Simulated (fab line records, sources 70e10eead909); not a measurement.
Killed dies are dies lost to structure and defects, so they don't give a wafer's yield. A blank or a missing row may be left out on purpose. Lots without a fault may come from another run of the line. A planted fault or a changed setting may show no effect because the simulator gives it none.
Which tool did it? | flow nand_harc | 7 lots, 21 wafers sampled, at 2 steps of a route of 1302

WHAT THE GAUGES READ, wafer by wafer
NHARC_A_ONON_D2_THK_MEAS_02: measures by ellipsometry.
lot  | measured     | on            | thk_nm (nm)
L695 | day 13 03:34 | film_metro-02 | 1006 1006 1006
L697 | day 14 02:06 | film_metro-01 | 1003 1002 1000
L703 | day 16 13:18 | film_metro-02 | 1005 1006 1004
L704 | day 17 03:59 | film_metro-01 | 998 997 996
L706 | day 18 00:21 | film_metro-02 | 1001 294 1000
L707 | day 18 08:11 | film_metro-01 | 1003 1006 1002
L714 | day 21 05:18 | film_metro-02 | 990 990 991

WHICH TOOL RAN EACH LOT (tool, then ch and the chambers of the sampled wafers, then the start)
lot  | NHARC_A_ONON_D2_DEP_00
L695 | pecvd_onon-04 ch 0, day 13 03:14
L697 | pecvd_onon-02 ch 0, day 14 01:39
L703 | pecvd_onon-03 ch 0, day 16 12:47
L704 | pecvd_onon-04 ch 0, day 17 03:28
L706 | pecvd_onon-04 ch 0, day 17 23:53
L707 | pecvd_onon-02 ch 0, day 18 07:44
L714 | pecvd_onon-03 ch 0, day 21 04:47
- NHARC_A_ONON_D2_DEP_00: target thk 1000 nm.

THE ANSWER, worked out from the rows above alone
Rule: what is usual is taken from the lots themselves. Put in order of their means at a reading, lots are off if they are a third of the lots or fewer, leave a main group of 4 or more, and stand apart from it by a gap of 3 or more times the standard deviation of the main group's means; of several such gaps the widest counts. A main group whose means are all the same, to the digits that the tables above print for the reading, isn't used. A lot without any number at a reading at which 4 lots or more have one is off too. The other lots that the step has rows for count as sound.
Off: L706, at NHARC_A_ONON_D2_THK_MEAS_02 (thk_nm). The main group: mean 1001 nm, standard deviation 5.4.
A tool fits if, at a process step before that reading, it ran every lot that is off, and no sound lot after the first of them. The gauges at NHARC_A_ONON_D2_THK_MEAS_02 are tried like those tools. One fits: pecvd_onon-04 at NHARC_A_ONON_D2_DEP_00. Its last sound lot is L704 (day 17 03:28), its first lot that is off L706 (day 17 23:53): a fault that began between those two fits.

WHAT THE SIMULATOR HAD PUT IN
Process parameter drift: pecvd_onon-04, from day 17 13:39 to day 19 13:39, at NHARC_A_ONON_D2_DEP_00. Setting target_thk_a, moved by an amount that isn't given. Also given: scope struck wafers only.
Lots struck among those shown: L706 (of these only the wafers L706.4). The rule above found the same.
